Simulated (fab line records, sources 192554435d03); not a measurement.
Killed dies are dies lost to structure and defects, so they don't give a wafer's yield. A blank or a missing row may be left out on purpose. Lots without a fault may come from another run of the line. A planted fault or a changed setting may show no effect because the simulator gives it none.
fab line records | flow n5_finfet | part 1 of 2: steps 1 to 4 of 6
record lots=24 wafers=72 last_day=18
route steps=1938 shown BEOL_M0_SAQP@640 BEOL_M0@715
lots that met no fault: from a run of the same line without faults
start_h: hours from the record's first day to the start of the lot's first wafer shown | wait_h: hours since the lot's step before | " the same as in the row above | L1.1+2: a row that stands for several wafers | - no value, or no start given | * or withheld: withheld | < > ~ a bound
route shown NAME@n: a module of which the file shows steps, and the number in the route of the first | usual: mean/standard deviation of fault-free wafers | same: alike in all rows | chamber/n: place in a boat | sites: the reading at each site | _std_site: their standard deviation | _edge_site: outer sites' mean less inner sites' | radius_mm: how far each site lies from the wafer's centre | mask NAME#n: copy n | behind: the tool/chamber that last shaped the wafer | hold: why the lot was held/for how many hours/how that ended | device: the transistor (n, p or np) that didn't switch | end of line: the same wafers' tests at the end of the route | a step without rows: its recipe alone | killed: dies lost to structure and defects at the first sort, not the wafer's yield | map: a wafer's dies, x killed, . not, _ none there
set.NAME: the setting as run; set.NAME@STEP: as run at that earlier step | model.NAME: the simulator's own value behind a step, which no gauge read
steps of the route over a sample of lots; a table a step, a row a wafer
services: from which hour (start_h, from the record's first day; less than 0 if before it) a tool's chamber was out of use, for how many hours, and why
## steps
# step N5_BEOL_M0_SAQP_HM_DEP_111
# recipe material=SiO2 target_thk_a=120 temp_c=400 precursor=SiH4/N2O pressure_torr=0.75 rf_w=275 time_s=7.2
# usual heater_power_w=752/110 rf_fwd_power_W=272.4/1 showerhead_plenum_p_Torr=8.19/0.074
# columns lot.wafer tool chamber start_h wait_h heater_power_w rf_fwd_power_W showerhead_plenum_p_Torr
L076.1 pecvd-04 0 124.91 0.0 658 270.0 8.13
L076.3 " 2 " " 888 273.9 8.12
L076.6 " 2 " " 900 274.0 8.12
L075.2 pecvd-02 0 128.06 0.0 739 270.4 8.18
L075.4 " 2 " " 659 272.0 8.18
L075.6 " 1 " " 917 273.5 8.14
L077.1 pecvd-02 2 132.29 0.0 580 272.9 8.18
L077.3 " 1 " " 827 272.8 8.13
L077.6 " 1 " " 823 273.6 8.15
L078.3 pecvd-02 2 138.12 0.0 616 273.1 8.18
L078.4 " 1 " " 905 273.4 8.17
L078.5 " 0 " " 786 272.0 8.18
L074.1 pecvd-04 0 139.10 0.0 700 271.3 8.12
L074.5 " 1 " " 686 274.2 8.42
L074.6 " 0 " " 660 271.1 8.11
L079.3 pecvd-02 1 139.20 0.0 849 273.4 8.15
L079.4 " 0 " " 844 272.0 8.18
L079.6 " 2 " " 642 272.4 8.18
L080.1 pecvd-02 1 143.04 0.0 892 271.8 8.17
L080.3 " 0 " " 804 273.0 8.19
L080.6 " 1 " " 923 271.9 8.15
L081.2 pecvd-02 2 148.02 0.0 612 273.3 8.19
L081.3 " 0 " " 739 272.5 8.18
L081.5 " 2 " " 608 272.2 8.18
L082.1 pecvd-02 2 157.77 0.0 640 272.5 8.17
L082.2 " 1 " " 822 271.4 8.16
L082.4 " 2 " " 638 272.8 8.19
L083.1 pecvd-03 0 162.37 0.0 780 270.5 8.12
L083.2 " 2 " " 638 271.8 8.23
L083.4 " 2 " " 622 272.1 8.24
L084.1 pecvd-03 0 171.02 0.0 716 271.9 8.11
L084.2 " 1 " " 960 272.3 8.18
L084.6 " 0 " " 752 271.8 8.11
L085.2 pecvd-04 0 173.41 0.0 622 271.7 8.13
L085.3 " 0 " " 607 272.2 8.14
L085.6 " 0 " " 602 273.0 8.11
L086.1 pecvd-03 0 185.28 0.0 692 272.4 8.11
L086.3 " 2 " " 507 273.7 8.25
L086.6 " 1 " " 872 274.0 8.18
L087.1 pecvd-02 1 192.95 0.0 875 272.9 8.16
L087.3 " 0 " " 856 271.1 8.16
L087.6 " 1 " " 873 272.7 8.14
L088.2 pecvd-03 0 196.65 0.0 721 270.6 8.10
L088.3 " 1 " " 810 272.9 8.17
L088.5 " 2 " " 604 272.1 8.27
L090.1 pecvd-03 2 201.76 0.0 610 273.0 8.24
L090.4 " 0 " " 680 270.4 8.11
L090.5 " 1 " " 915 272.2 8.15
L089.2 pecvd-02 0 203.95 0.0 849 271.8 8.18
L089.3 " 1 " " 874 272.9 8.13
L089.4 " 1 " " 876 272.5 8.15
L091.3 pecvd-04 0 212.98 0.0 680 271.8 8.12
L091.5 " 0 " " 666 270.3 8.14
L091.6 " 1 " " 697 272.3 8.45
L092.3 pecvd-02 0 216.58 0.1 837 271.1 8.19
L092.4 " 1 " " 864 273.8 8.14
L092.6 " 1 " " 868 274.6 8.15
L093.1 pecvd-02 1 219.92 0.0 886 274.4 8.13
L093.2 " 0 " " 824 270.7 8.18
L093.4 " 1 " " 916 274.3 8.16
L094.1 pecvd-03 0 231.91 0.0 734 272.3 8.11
L094.2 " 2 " " 622 271.6 8.24
L094.5 " 1 " " 907 273.6 8.18
L095.2 pecvd-03 2 235.68 0.0 564 273.5 8.25
L095.3 " 0 " " 703 272.6 8.11
L095.4 " 2 " " 566 272.5 8.25
L096.2 pecvd-02 0 244.86 0.0 752 273.3 8.19
L096.3 " 0 " " 735 272.4 8.17
L096.4 " 2 " " 606 272.7 8.19
L097.2 pecvd-02 2 253.09 0.0 634 273.6 8.20
L097.4 " 0 " " 843 272.4 8.19
L097.5 " 0 " " 859 272.9 8.17
# step N5_BEOL_M0_SAQP_MANDREL1_REMOVE_100
# recipe chemistry=HBr/Cl2/O2 bt_time_s=10 target=a-Si stop_on=SiNx endpoint=OES-SiCl over_etch_frac=0.85 icp_w=600 bias_w=30 HBr_flow_sccm=150 Cl2_flow_sccm=80 O2_flow_sccm=5 pressure_mtorr=10
# usual drypump_motor_current_A=5.7/0.43 oes_product_au=1.003/0.01 rf_fwd_power_W=597.5/1.8 throttle_valve_pct=36.72/0.29
# columns lot.wafer tool chamber start_h wait_h drypump_motor_current_A oes_product_au rf_fwd_power_W rf_hours_counter_h throttle_valve_pct
L076.1 rie_si-05 1 127.78 0.1 5.9 1.016 600.5 81 36.79
L076.3 " 2 " " 5.1 1.005 597.5 60 36.37
L076.6 " 2 " " 5.1 0.998 601.3 - 36.35
L075.2 rie_si-03 0 130.05 0.1 5.8 1.003 595.3 3 36.92
L075.4 " 1 " " 5.5 1.012 598.6 - 37.16
L075.6 " 0 " " 5.8 1.004 593.9 - 36.91
L077.1 rie_si-03 1 134.85 0.1 5.5 1.004 595.2 161 37.14
L077.3 " 0 " " 5.8 1.002 597.8 3 36.90
L077.6 " 0 " " 5.8 1.007 597.0 - 36.91
L078.3 rie_si-02 1 140.37 0.1 5.5 1.005 599.5 7 36.54
L078.4 " 0 " " 5.1 0.996 598.3 186 36.61
L078.5 " 2 " " 6.3 1.021 598.0 - 36.12
L074.1 rie_si-02 3 141.40 0.1 6.1 1.007 598.3 61 36.75
L074.5 " 0 " " 5.1 0.997 596.4 - 36.60
L074.6 " 3 " " 6.1 1.005 596.6 - 36.73
L079.3 rie_si-03 0 141.41 0.1 5.8 1.006 597.7 3 36.91
L079.4 " 2 " " 5.8 0.984 596.5 183 36.93
L079.6 " 0 " " 5.8 0.998 597.5 - 36.90
L080.1 rie_si-05 1 145.69 0.1 5.9 1.012 596.9 82 36.80
L080.3 " 2 " " 5.1 0.994 598.0 61 36.37
L080.6 " 2 " " 5.1 0.990 600.2 - 36.35
L081.2 rie_si-02 3 150.50 0.1 6.1 1.010 596.9 61 36.74
L081.3 " 0 " " 5.1 0.988 597.2 187 36.60
L081.5 " 1 " " 5.5 1.014 596.4 - 36.55
L082.1 rie_si-05 1 159.99 0.1 5.9 1.021 599.4 82 36.81
L082.2 " 0 " " 4.9 0.993 597.2 35 36.77
L082.4 " 3 " " 5.1 1.020 600.5 124 37.04
L083.1 rie_si-05 1 164.64 0.1 5.9 1.005 599.3 82 36.81
L083.2 " 3 " " 5.1 1.010 597.8 124 37.03
L083.4 " 0 " " 4.9 0.991 596.7 35 36.76
L084.1 rie_si-03 2 173.89 0.1 5.9 0.986 597.1 184 36.95
L084.2 " 1 " " 5.5 1.010 598.0 162 37.16
L084.6 " 3 " " 6.2 1.009 597.6 - 36.62
L085.2 rie_si-03 3 175.60 0.1 6.2 1.009 595.8 70 36.63
L085.3 " 1 " " 5.5 1.006 598.0 162 37.15
L085.6 " 0 " " 5.8 0.999 596.2 - 36.91
L086.1 rie_si-02 3 187.21 0.1 6.1 1.002 597.2 62 36.75
L086.3 " 0 " " 5.1 1.003 595.2 187 36.58
L086.6 " 3 " " 6.1 0.996 597.2 - 36.74
L087.1 rie_si-03 3 194.93 0.1 6.2 1.009 598.6 70 36.62
L087.3 " 2 " " 5.8 0.986 596.9 185 36.94
L087.6 " 1 " " 5.5 1.017 598.2 - 37.15
L088.2 rie_si-05 2 198.92 0.1 5.1 1.004 595.5 62 36.36
L088.3 " 1 " " 5.9 1.011 596.7 83 36.80
L088.5 " 3 " " 5.1 1.015 599.1 - 37.04
L090.1 rie_si-02 3 205.20 0.1 6.1 1.003 597.2 62 36.75
L090.4 " 2 " " 6.3 1.019 597.8 179 36.11
L090.5 " 2 " " 6.3 1.029 600.6 - 36.11
L089.2 rie_si-03 2 206.14 0.1 5.9 0.980 598.0 185 36.94
L089.3 " 3 " " 6.2 0.992 594.9 70 36.61
L089.4 " 1 " " 5.5 0.999 597.7 163 37.14
L091.3 rie_si-03 3 215.31 0.1 6.2 1.000 599.8 70 36.60
L091.5 " 2 " " 5.9 0.993 597.7 - 36.92
L091.6 " 3 " " 6.2 1.005 595.6 - 36.61
L092.3 rie_si-05 0 218.46 0.1 4.9 0.998 599.9 36 36.77
L092.4 " 1 " " 5.9 1.008 596.7 83 36.81
L092.6 " 0 " " 4.9 0.987 599.8 - 36.76
L093.1 rie_si-03 2 222.00 0.1 5.9 0.992 595.6 185 36.93
L093.2 " 1 " " 5.6 1.015 595.9 163 37.14
L093.4 " 3 " " 6.2 1.001 596.3 71 36.60
L094.1 rie_si-03 0 235.14 0.1 5.8 0.998 596.3 5 36.91
L094.2 " 3 " " 6.2 0.994 596.5 71 36.63
L094.5 " 0 " " 5.8 0.993 598.8 - 36.90
L095.2 rie_si-02 3 238.13 0.1 6.1 1.001 596.6 63 36.76
L095.3 " 2 " " 6.3 1.011 593.3 180 36.11
L095.4 " 2 " " 6.2 1.007 597.2 - 36.12
L096.2 rie_si-02 0 247.14 0.1 5.2 1.017 597.1 0 36.33
L096.3 " 2 " " 6.3 1.019 598.9 180 36.11
L096.4 " 1 " " 5.5 1.009 596.6 9 36.55
L097.2 rie_si-02 1 255.27 0.1 5.5 1.012 593.7 9 36.54
L097.4 " 3 " " 6.1 0.995 597.7 63 36.75
L097.5 " 1 " " 5.6 1.008 597.4 - 36.55
# step N5_BEOL_M0_SAQP_RECESS_104
# recipe chemistry=HF/NH3 target=SiO2 target_depth_a=180 afs_cycles=3 temp_c=30 sublimation_temp_c=180 sublimation_time_s=60
# usual drypump_motor_current_A=5.3/0.49
# columns lot.wafer tool chamber start_h wait_h drypump_motor_current_A
L076.1 vapor_etch-01 0 128.15 0.1 5.2
L076.3 " 1 " " 5.1
L076.6 " 0 " " 5.2
L075.2 vapor_etch-02 1 130.55 0.1 6.2
L075.4 " 1 " " 6.2
L075.6 " 0 " " 4.9
L077.1 vapor_etch-02 0 135.21 0.1 4.9
L077.3 " 0 " " 4.9
L077.6 " 0 " " 4.9
L078.3 vapor_etch-02 0 140.86 0.2 4.9
L078.4 " 1 " " 6.2
L078.5 " 0 " " 4.9
L074.1 vapor_etch-01 0 141.81 0.1 5.2
L074.5 " 0 " " 5.2
L074.6 " 1 " " 5.1
L079.3 vapor_etch-02 0 142.02 0.2 4.9
L079.4 " 1 " " 6.2
L079.6 " 1 " " 6.2
L080.1 vapor_etch-01 1 146.06 0.1 5.1
L080.3 " 1 " " 5.1
L080.6 " 0 " " 5.2
L081.2 vapor_etch-01 1 150.88 0.1 5.0
L081.3 " 1 " " 5.0
L081.5 " 1 " " 5.1
L082.1 vapor_etch-01 0 160.36 0.1 5.2
L082.2 " 1 " " 5.1
L082.4 " 1 " " 5.1
L083.1 vapor_etch-01 1 165.02 0.1 5.0
L083.2 " 0 " " 5.2
L083.4 " 0 " " 5.2
L084.1 vapor_etch-01 1 174.26 0.1 5.0
L084.2 " 0 " " 5.2
L084.6 " 1 " " 5.0
L085.2 vapor_etch-02 1 176.17 0.1 6.2
L085.3 " 1 " " 6.2
L085.6 " 1 " " 6.2
L086.1 vapor_etch-01 0 187.58 0.1 5.2
L086.3 " 1 " " 5.1
L086.6 " 0 " " 5.2
L087.1 vapor_etch-01 1 195.30 0.1 5.1
L087.3 " 1 " " 5.1
L087.6 " 0 " " 5.2
L088.2 vapor_etch-01 1 199.34 0.1 5.0
L088.3 " 1 " " 5.1
L088.5 " 1 " " 5.1
L090.1 vapor_etch-02 0 205.57 0.1 4.9
L090.4 " 1 " " 6.2
L090.5 " 1 " " 6.2
L089.2 vapor_etch-02 0 206.51 0.1 4.9
L089.3 " 0 " " 4.9
L089.4 " 1 " " 6.2
L091.3 vapor_etch-02 1 215.80 0.2 6.2
L091.5 " 0 " " 4.9
L091.6 " 1 " " 6.2
L092.3 vapor_etch-02 1 218.94 0.2 6.2
L092.4 " 0 " " 4.9
L092.6 " 1 " " 6.2
L093.1 vapor_etch-01 1 222.37 0.1 5.1
L093.2 " 0 " " 5.2
L093.4 " 0 " " 5.2
L094.1 vapor_etch-02 1 235.51 0.1 6.2
L094.2 " 0 " " 4.9
L094.5 " 1 " " 6.2
L095.2 vapor_etch-02 1 238.50 0.1 6.2
L095.3 " 1 " " 6.2
L095.4 " 0 " " 4.9
L096.2 vapor_etch-01 0 247.51 0.1 5.2
L096.3 " 1 " " 5.1
L096.4 " 0 " " 5.2
L097.2 vapor_etch-01 0 255.75 0.1 5.2
L097.4 " 0 " " 5.2
L097.5 " 1 " " 5.1
# step N5_BEOL_M0_SAQP_STRIP_108
# recipe chemistry=N2/H2 power_w=500 temp_c=40 pressure_mtorr=50 rf_frequency_hz=6e+07 overash_fraction=0.3 bias_power_w=28 h2_frac=0.5 n2_flow_sccm=300 h2_flow_sccm=300
# usual drypump_motor_current_A=5.9/0.35 oes_product_au=0.78/0.097 rf_fwd_power_W=490.4/2.7 rf_vpp_V=121.8/0.89 showerhead_plenum_p_Torr=3.35/0.11 throttle_valve_pct=19.2/0.34
# columns lot.wafer tool chamber start_h wait_h drypump_motor_current_A oes_product_au rf_fwd_power_W rf_hours_counter_h rf_vpp_V showerhead_plenum_p_Torr throttle_valve_pct
L076.1 rie_diel-02 0 128.70 0.0 6.6 0.72 488.8 205 121.9 3.18 19.3
L076.3 " 2 " " 5.3 0.96 489.4 9 122.5 3.44 19.0
L076.6 " 1 " " 5.9 0.76 491.4 - 121.6 3.37 19.6
L075.2 rie_diel-04 1 131.20 0.0 5.8 0.69 492.5 225 122.2 3.33 19.3
L075.4 " 3 " " 5.5 0.87 488.8 - 122.3 3.43 19.1
L075.6 " 0 " " 6.4 0.69 490.3 - 122.1 3.19 19.3
L077.1 rie_diel-02 2 135.76 0.0 5.3 0.96 491.4 12 122.3 3.44 19.0
L077.3 " 0 " " 6.5 0.72 490.2 208 120.7 3.18 19.3
L077.6 " 1 " " 5.9 0.76 490.4 - 121.6 3.37 19.6
L078.3 rie_diel-06 2 141.29 0.0 5.9 0.76 496.1 122 121.6 3.51 18.7
L078.4 " 1 " " 6.0 0.69 486.7 239 121.1 3.17 19.2
L078.5 " 1 " " 6.0 0.68 487.5 - 120.4 3.17 19.2
L074.1 rie_diel-04 0 142.43 0.0 6.4 0.68 492.8 242 120.6 3.19 19.3
L074.5 " 3 " " 5.4 0.87 487.1 - 122.5 3.43 19.1
L074.6 " 0 " " 6.3 0.69 493.0 - 122.0 3.19 19.3
L079.3 rie_diel-04 1 142.57 0.0 5.8 0.67 493.4 230 122.6 3.33 19.3
L079.4 " 0 " " 6.3 0.68 490.3 - 120.3 3.19 19.3
L079.6 " 1 " " 5.9 0.68 493.6 - 122.5 3.33 19.3
L080.1 rie_diel-04 0 146.61 0.0 6.3 0.68 490.6 243 121.4 3.19 19.3
L080.3 " 3 " " 5.4 0.86 486.4 48 122.6 3.43 19.1
L080.6 " 1 " " 5.8 0.68 491.8 - 121.7 3.33 19.3
L081.2 rie_diel-04 1 151.43 0.0 5.8 0.67 492.0 233 120.3 3.33 19.4
L081.3 " 0 " " 6.4 0.68 491.2 245 120.3 3.18 19.3
L081.5 " 1 " " 5.8 0.67 494.3 - 122.7 3.33 19.3
L082.1 rie_diel-06 1 160.91 0.0 6.0 0.68 488.0 244 121.2 3.17 19.2
L082.2 " 3 " " 5.9 0.84 495.5 62 121.9 3.28 19.6
L082.4 " 0 " " 5.9 0.92 488.7 22 123.0 3.42 18.2
L083.1 rie_diel-02 3 165.57 0.0 5.9 0.91 488.4 30 122.0 3.43 18.9
L083.2 " 0 " " 6.6 0.71 489.5 217 121.4 3.18 19.3
L083.4 " 0 " " 6.6 0.71 488.8 - 121.4 3.18 19.3
L084.1 rie_diel-04 0 174.80 0.0 6.4 0.68 491.7 253 119.4 3.18 19.3
L084.2 " 1 " " 5.8 0.67 493.3 241 122.5 3.32 19.4
L084.6 " 1 " " 5.8 0.67 494.0 - 121.7 3.32 19.4
L085.2 rie_diel-04 1 176.72 0.0 5.8 0.66 492.4 242 121.5 3.32 19.4
L085.3 " 3 " " 5.5 0.85 486.1 59 122.2 3.42 19.1
L085.6 " 1 " " 5.8 0.66 494.0 - 121.4 3.32 19.4
L086.1 rie_diel-06 2 188.13 0.0 6.0 0.76 495.1 135 123.4 3.51 18.8
L086.3 " 0 " " 5.9 0.88 488.6 31 121.8 3.42 18.3
L086.6 " 3 " " 5.9 0.83 493.8 - 121.0 3.27 19.6
L087.1 rie_diel-02 1 195.91 0.0 5.9 0.74 490.6 153 120.3 3.36 19.6
L087.3 " 2 " " 5.3 0.91 489.3 29 123.8 3.43 19.0
L087.6 " 2 " " 5.3 0.92 488.0 - 123.1 3.43 19.0
L088.2 rie_diel-06 0 199.89 0.0 5.8 0.89 489.6 36 122.1 3.42 18.3
L088.3 " 3 " " 5.9 0.83 493.6 75 121.6 3.27 19.6
L088.5 " 3 " " 5.9 0.83 493.0 - 121.4 3.27 19.6
L090.1 rie_diel-04 1 206.12 0.0 5.7 0.66 493.4 252 121.5 3.32 19.4
L090.4 " 3 " " 5.4 0.83 488.9 - 121.7 3.42 19.1
L090.5 " 1 " " 5.8 0.66 492.7 - 120.0 3.32 19.4
L089.2 rie_diel-06 3 207.16 0.0 5.9 0.82 495.4 78 120.5 3.27 19.7
L089.3 " 1 " " 5.9 0.99 487.1 2 123.0 3.57 18.8
L089.4 " 0 " " 5.9 0.90 490.2 38 121.8 3.42 18.3
L091.3 rie_diel-02 1 216.23 0.0 5.9 0.74 487.4 159 122.4 3.35 19.6
L091.5 " 3 " " 5.9 0.88 489.6 - 121.0 3.42 18.9
L091.6 " 0 " " 6.5 0.68 489.1 - 120.5 3.17 19.3
L092.3 rie_diel-04 1 219.69 0.0 5.8 0.66 491.9 258 121.4 3.32 19.4
L092.4 " 1 " " 5.8 0.66 494.0 - 121.6 3.32 19.4
L092.6 " 3 " " 5.4 0.82 485.2 - 122.6 3.42 19.1
L093.1 rie_diel-04 0 223.00 0.0 6.3 0.67 490.8 271 119.9 3.17 19.4
L093.2 " 3 " " 5.4 0.83 489.6 76 121.8 3.41 19.1
L093.4 " 0 " " 6.4 0.67 491.6 - 120.3 3.17 19.4
L094.1 rie_diel-02 2 236.13 0.0 5.3 0.88 489.5 42 121.5 3.42 19.1
L094.2 " 0 " " 6.5 0.69 486.5 241 122.9 3.16 19.4
L094.5 " 3 " " 5.9 0.86 489.2 - 121.0 3.42 18.9
L095.2 rie_diel-04 3 239.05 0.0 5.4 0.83 488.0 81 123.0 3.41 19.1
L095.3 " 1 " " 5.8 0.66 490.4 264 121.1 3.31 19.4
L095.4 " 2 " " 5.4 0.77 490.9 - 121.7 3.52 18.8
L096.2 rie_diel-02 3 248.06 0.0 5.9 0.85 488.4 58 121.6 3.42 18.9
L096.3 " 2 " " 5.3 0.88 491.4 46 120.9 3.42 19.1
L096.4 " 0 " " 6.5 0.69 490.5 244 121.2 3.16 19.4
L097.2 rie_diel-06 0 256.30 0.0 5.9 0.86 490.7 52 122.2 3.41 18.3
L097.4 " 1 " " 6.0 0.94 486.6 16 123.7 3.56 18.9
L097.5 " 2 " " 6.0 0.73 496.2 - 123.2 3.49 18.8
